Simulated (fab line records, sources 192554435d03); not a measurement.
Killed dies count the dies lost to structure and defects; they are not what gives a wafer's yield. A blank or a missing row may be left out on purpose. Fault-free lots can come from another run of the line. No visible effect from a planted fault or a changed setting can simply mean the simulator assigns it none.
Comparing a struck lot with a sound one ; flow n5Finfet ; 14 steps out of a route of 1938
Sound: wafers L217.1, L217.3, L217.5. Wafers L207.3, L207.5, L207.6 were the ones struck. At the end, the cause is stated.
For every step that has rows: the tool of each side, followed by ch and its chambers, followed by its first start. Under that, the readings that differ: sound wafers ; struck wafers ; difference of the means ; sigmas: that difference in standard deviations of wafers without a fault.
alike: readings whose means differ by less than 2 such deviations, and words and numbers that are the same on both sides. not compared: withheld readings, readings that some wafer has no value for, bounds like >300 that may hide the same value, and numbers for which the record gives no deviation and whose values overlap.
Wherever a step has rows on one side only, a row that says differs or no value, or a row with sigmas, the two part there. Numbers that don't overlap but have no deviation are shown without sigmas and don't part them. Lack of a reading on every wafer of one side parts them only where that side has two or more wafers.

N5_BEOL_M8_STRIP_67: strips in CF4.
  sound on rieDiel-02 ch 0,1, day 13 03:14; struck on rieDiel-02 ch 0,2,3, day 11 01:40
  alike: drypumpMotorCurrentA, oesProductAu, rfVppV, showerheadPlenumPTorr, throttleValvePct
  not compared: rfHoursCounterH
N5_BEOL_M8_HM_OPEN_17: chemistry Cl2/BCl3, target TiN, target depth 20 nm, overetch 6 nm.
  sound on rieMetal-02 ch 0,1, day 13 03:17; struck on rieMetal-01 ch 0,1, day 11 01:44
  alike: bcl3FlowSccm, drypumpMotorCurrentA, oesProductAu, throttleValvePct
  not compared: rfHoursCounterH
N5_BEOL_M8_STRIP_19: strips in O2.
  sound on rieDiel-06 ch 0,1,3, day 13 03:25; struck on rieDiel-06 ch 2,3, day 11 01:50
  alike: drypumpMotorCurrentA, oesProductAu, rfVppV, showerheadPlenumPTorr, throttleValvePct
  not compared: rfHoursCounterH
N5_BEOL_M8_CD_MEAS_18: pitch 80 nm, target cd 40 nm.
  sound on cdSem-01 at day 13 03:29; struck on cdSem-02 at day 11 01:55
reading;sound;struck;difference;sigmas
cdNm (nm);40.3 40.2 40.1;38.6 38.4 38.6;-1.7;-2
then, 8 steps without rows for these wafers: N5_BEOL_M8_COAT_63 (time 60 s, resist thk 60 nm); N5_BEOL_M8_COAT_64 (time 60 s, resist thk 12 nm); N5_BEOL_M8_COAT_71 (time 60 s, resist thk 5 nm); N5_BEOL_M8_COAT_22 (resist thk 30 nm); N5_BEOL_M8_EBR_24; N5_BEOL_M8_SOFTBAKE_23 (time 60 s); N5_BEOL_M8_EXPOSE_25 (exposes mask V7, target cd 40 nm); N5_BEOL_M8_PEB_26 (peb time 60 s).
N5_BEOL_M8_DEVELOP_27: develop time 30 s.
  sound on lithoTrack-05 ch 0, day 13 05:19; struck on lithoTrack-05, day 11 03:49
  no value came back on the struck wafers for chillPlateTempC (C), developTimeS (s), resistLineTempC (C); on the sound wafers chillPlateTempC (C) reads 22.93 22.79 23.01
reading;sound;struck;difference;sigmas
model.CAR-EUV_of_BEOL_M8_COAT_22.thkNm (nm);29.4 29.6 29.4;30 30 30;+1;
N5_BEOL_M8_CD_MEAS_28: target cd 40 nm.
  sound on cdSem-03 ch 0, day 13 05:22; struck on cdSem-03 ch 0, day 11 03:53
reading;sound;struck;difference;sigmas
cdNm (nm);40.15 40.22 39.81;- - -;no value on the struck wafers;

== WHERE THEY PART ==
At N5_BEOL_M8_CD_MEAS_18 first; at N5_BEOL_M8_CD_MEAS_28 last (within this record only).

WHY: the cause the simulator had injected
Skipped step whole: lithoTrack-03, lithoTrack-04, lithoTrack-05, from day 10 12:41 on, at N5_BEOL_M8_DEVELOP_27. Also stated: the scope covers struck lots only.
